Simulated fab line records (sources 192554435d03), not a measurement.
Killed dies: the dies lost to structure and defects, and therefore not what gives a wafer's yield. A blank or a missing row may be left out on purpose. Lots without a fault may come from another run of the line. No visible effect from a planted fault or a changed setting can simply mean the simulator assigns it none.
Chamber matching -- flow n5-finfet -- ald-metal-01 running N5_BEOL_M7_ALD_77: 4 sister chambers
The step deposits TaN, target thk 2 nm, pulse time 2 s, purge time 3 s. 4 wafers are shown with their chamber, then 12 later ones without.

== WAFERS WITH THEIR CHAMBER ==
wafer,chamber,heater-power-w (W)
L089.3,2,409
L089.5,3,414
L090.3,0,526
L090.5,1,509

== WAFERS WITH NO CHAMBER GIVEN ==
wafer,heater-power-w (W)
L092.1,427
L092.2,497
L092.3,525
L094.1,495
L094.5,419
L094.6,497
L097.2,520
L097.4,507
L097.5,508
L095.2,408
L095.3,502
L095.4,510

== EACH ONE'S CHAMBER ==
wafer,from the rows above,in truth
L092.1,can't be placed: 3 or 2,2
L092.2,1,1
L092.3,can't be placed: 0 or 1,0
L094.1,1,1
L094.5,can't be placed: 3 or 2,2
L094.6,1,1
L097.2,can't be placed: 0 or 1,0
L097.4,1,1
L097.5,1,1
L095.2,can't be placed: 2 or 3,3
L095.3,1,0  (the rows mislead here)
L095.4,can't be placed: 1 or 0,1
Correct placement for 5 of the 12. These rows do not allow placing 6 (true chamber among the candidates in 6). Number placed wrongly: 1.
How it was worked out, from the rows above alone: a wafer's distance from a chamber is the root of the sum, over the readings, of the square of ((its reading less the chamber's mean) divided by the reading's scatter). The wafer belongs to the nearest chamber; if the next one is less than 2 further off, it can't be placed. A chamber's mean is the mean of its shown wafers. The scatter: with one shown wafer a chamber, the root of the mean of the squares of how far each hidden wafer lies from its nearest shown one.
